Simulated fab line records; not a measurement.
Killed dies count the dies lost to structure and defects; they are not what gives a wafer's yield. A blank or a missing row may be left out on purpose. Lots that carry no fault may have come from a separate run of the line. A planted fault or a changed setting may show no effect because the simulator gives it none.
Which of the tools did it? | flow nand harc | 11 lots with 33 wafers sampled at 5 steps, on a route of 1302 steps

WHAT EACH GAUGE READ, for each wafer
NHARC_P_GATE_CD_MEAS_59: target cd 720 nm.
lot  | measured     | on        | cd nm (nm)
L219 | day 5 15:55  | cd sem-01 | 719.7 718.1 720.2
L223 | day 7 05:15  | cd sem-02 | 720.1 718.1 719.0
L224 | day 7 20:58  | cd sem-02 | 719.5 716.3 720.3
L225 | day 8 06:54  | cd sem-02 | 720.1 719.5 720.4
L227 | day 9 00:51  | cd sem-02 | 706.5 706.7 705.7
L228 | day 9 11:56  | cd sem-03 | 719.5 720.7 720.6
L238 | day 13 10:21 | cd sem-03 | 722.1 721.4 723.8
L239 | day 14 09:16 | cd sem-03 | 720.1 721.5 721.9
L240 | day 14 17:43 | cd sem-01 | 719.7 718.8 719.5
L241 | day 14 22:50 | cd sem-02 | 720.5 720.1 719.8
L242 | day 15 04:55 | cd sem-02 | 720.7 719.2 720.6

WHAT TOOL EACH LOT RAN ON (gives the tool, then ch and the chambers of the sampled wafers, and finally the start)
lot  | NHARC_P_GATE_STRIP_108             | NHARC_P_GATE_DESCUM_48             | NHARC_P_GATE_STRIP_75                | NHARC_P_GATE_EXPOSE_56
L219 | rie diel-03 ch 1,2, day 5 02:50    | rie diel-06 ch 0,1,3, day 5 14:26  | plasma asher-02 ch 0,1, day 5 15:07  | krf scanner-01 ch 0, day 5 15:45
L223 | rie diel-05 ch 1,3, day 6 14:07    | rie diel-03 ch 0,1,3, day 7 03:40  | plasma asher-02 ch 0,1, day 7 04:20  | krf scanner-04 ch 0, day 7 05:06
L224 | rie diel-06 ch 1,2,3, day 7 05:59  | rie diel-03 ch 0,1,2, day 7 19:29  | plasma asher-01 ch 0,1, day 7 20:08  | krf scanner-04 ch 0, day 7 20:48
L225 | rie diel-06 ch 0,2,3, day 7 18:14  | rie diel-03 ch 0,3, day 8 05:19    | plasma asher-02 ch 0,1, day 8 05:58  | krf scanner-02 ch 0, day 8 06:44
L227 | rie diel-03 ch 1,2,3, day 8 12:00  | rie diel-05 ch 1,2, day 8 23:15    | plasma asher-01 ch 0,1, day 8 23:55  | krf scanner-01 ch 0, day 9 00:42
L228 | rie diel-06 ch 2,3, day 8 20:52    | rie diel-05 ch 1,3, day 9 10:29    | plasma asher-01 ch 0, day 9 11:08    | krf scanner-01 ch 0, day 9 11:47
L238 | rie diel-06 ch 0,1,3, day 12 21:24 | rie diel-06 ch 0,1,2, day 13 08:45 | plasma asher-02 ch 0,1, day 13 09:25 | krf scanner-01 ch 0, day 13 10:11
L239 | rie diel-03 ch 1,2, day 13 20:23   | rie diel-05 ch 0,1,2, day 14 07:48 | plasma asher-02 ch 0,1, day 14 08:29 | krf scanner-01 ch 0, day 14 09:07
L240 | rie diel-06 ch 0,1,3, day 14 04:56 | rie diel-06 ch 0,1,3, day 14 16:09 | plasma asher-02 ch 0,1, day 14 16:50 | krf scanner-02 ch 0, day 14 17:34
L241 | rie diel-05 ch 1,3, day 14 09:50   | rie diel-03 ch 0,1, day 14 21:13   | plasma asher-02 ch 0, day 14 21:55   | krf scanner-04 ch 0, day 14 22:41
L242 | rie diel-05 ch 0,1,3, day 14 16:01 | rie diel-06 ch 1,2,3, day 15 03:21 | plasma asher-02 ch 0,1, day 15 04:01 | krf scanner-01 ch 0, day 15 04:46
- NHARC_P_GATE_STRIP_108: strips in O2.
- NHARC_P_GATE_DESCUM_48: chemistry O2, time 3 s.
- NHARC_P_GATE_STRIP_75: strips in O2.
- NHARC_P_GATE_EXPOSE_56: exposes mask P PSD, target cd 720 nm.

AS READ BY THE TOOLS THEMSELVES (means over the sampled wafers that have a number; for cases with no such wafer, the mark the record gives instead)
NHARC_P_GATE_STRIP_108.
lot  | tool        | drypump motor current A (A) | oes product au (a.u.) | rf vpp V (V) | showerhead plenum p Torr (Torr) | throttle valve pct (%)
L219 | rie diel-03 | 6.2                         | 1.006                 | 58.1         | 3.39                            | 17.043
L223 | rie diel-05 | 5.8                         | 0.995                 | 57.6         | 3.39                            | 17.030
L224 | rie diel-06 | 5.6                         | 1.006                 | 57.0         | 3.57                            | 17.035
L225 | rie diel-06 | 5.6                         | 0.994                 | 57.5         | 3.42                            | 17.034
L227 | rie diel-03 | 5.8                         | 1.007                 | 56.7         | 3.40                            | 17.033
L228 | rie diel-06 | 5.4                         | 0.989                 | 57.5         | 3.42                            | 17.046
L238 | rie diel-06 | 5.8                         | 0.999                 | 57.4         | 3.57                            | 17.027
L239 | rie diel-03 | 6.2                         | 1.009                 | 57.0         | 3.38                            | 17.040
L240 | rie diel-06 | 5.8                         | 0.998                 | 58.5         | 3.57                            | 17.029
L241 | rie diel-05 | 5.8                         | 1.000                 | 57.3         | 3.39                            | 17.031
L242 | rie diel-05 | 5.5                         | 1.004                 | 57.0         | 3.53                            | 17.037

NHARC_P_GATE_DESCUM_48.
lot  | tool        | drypump motor current A (A) | oes product au (a.u.) | rf vpp V (V) | showerhead plenum p Torr (Torr) | throttle valve pct (%)
L219 | rie diel-06 | 5.7                         | 1.002                 | 57.5         | 1.94                            | 11.304
L223 | rie diel-03 | 6.0                         | 1.003                 | 57.7         | 1.83                            | 11.309
L224 | rie diel-03 | 6.1                         | 0.997                 | 57.7         | 1.82                            | 11.311
L225 | rie diel-03 | 6.0                         | 0.993                 | 57.0         | 1.82                            | 11.304
L227 | rie diel-05 | 5.7                         | 1.003                 | 57.6         | 2.00                            | 11.308
L228 | rie diel-05 | 5.6                         | 1.006                 | 57.8         | 1.88                            | 11.308
L238 | rie diel-06 | 5.5                         | 1.004                 | 57.8         | 1.88                            | 11.310
L239 | rie diel-05 | 5.5                         | 1.007                 | 58.0         | 2.00                            | 11.321
L240 | rie diel-06 | 5.8                         | 0.996                 | 57.9         | 1.93                            | 11.311
L241 | rie diel-03 | 6.4                         | 1.001                 | 57.5         | 1.83                            | 11.309
L242 | rie diel-06 | 5.6                         | 0.994                 | 56.0         | 1.93                            | 11.317

NHARC_P_GATE_STRIP_75.
lot  | tool            | drypump motor current A (A) | heater power w (W)
L219 | plasma asher-02 | 5.95                        | 291
L223 | plasma asher-02 | 5.94                        | 287
L224 | plasma asher-01 | 6.10                        | 316
L225 | plasma asher-02 | 5.96                        | 290
L227 | plasma asher-01 | 6.05                        | 319
L228 | plasma asher-01 | 6.05                        | 336
L238 | plasma asher-02 | 6.15                        | 286
L239 | plasma asher-02 | 6.13                        | 287
L240 | plasma asher-02 | 6.13                        | 286
L241 | plasma asher-02 | 6.31                        | 288
L242 | plasma asher-02 | 5.96                        | 283

NHARC_P_GATE_EXPOSE_56.
lot  | tool           | reticle temp C (C)
L219 | krf scanner-01 | 22.97
L223 | krf scanner-04 | 22.98
L224 | krf scanner-04 | 22.87
L225 | krf scanner-02 | 23.10
L227 | krf scanner-01 | 22.92
L228 | krf scanner-01 | 22.96
L238 | krf scanner-01 | 23.00
L239 | krf scanner-01 | 23.07
L240 | krf scanner-02 | 22.96
L241 | krf scanner-04 | 23.01
L242 | krf scanner-01 | 23.12

THE ANSWER, worked out from the rows above alone
Rule: the lots themselves supply what counts as usual. The widest of any qualifying gaps counts: lots, ordered by their means at a reading, are off when they make up no more than a third of the lots, leave a main group of 4 or more, and stand apart from it by 3 or more times the standard deviation of that group's means. A main group is skipped when, at the precision printed for the reading in the tables above, its means are all equal. A lot without any number at a reading at which 4 lots or more have one is off too. Where the step has rows for the other lots, those lots are counted as sound. Order of review: gauges by route order, followed by the tools' own readings, for which a lot's mean as printed above is used. At the first step where some lot is off, the reading lying furthest off is the one used; lots without a number count as furthest.
Off at NHARC_P_GATE_CD_MEAS_59 (cd nm): L227. The main group has a mean of 720.1 nm with a standard deviation of 1.
A tool fits if, at a process step before that reading, it ran every lot that is off, and no sound lot after the first of them. The gauges at NHARC_P_GATE_CD_MEAS_59 aren't tried: what is off there is off at NHARC_P_GATE_STRIP_75 too, on other tools, and a gauge's error can't cause that. No candidate that was tried fits.

WHAT THE SIMULATOR HAD PUT IN
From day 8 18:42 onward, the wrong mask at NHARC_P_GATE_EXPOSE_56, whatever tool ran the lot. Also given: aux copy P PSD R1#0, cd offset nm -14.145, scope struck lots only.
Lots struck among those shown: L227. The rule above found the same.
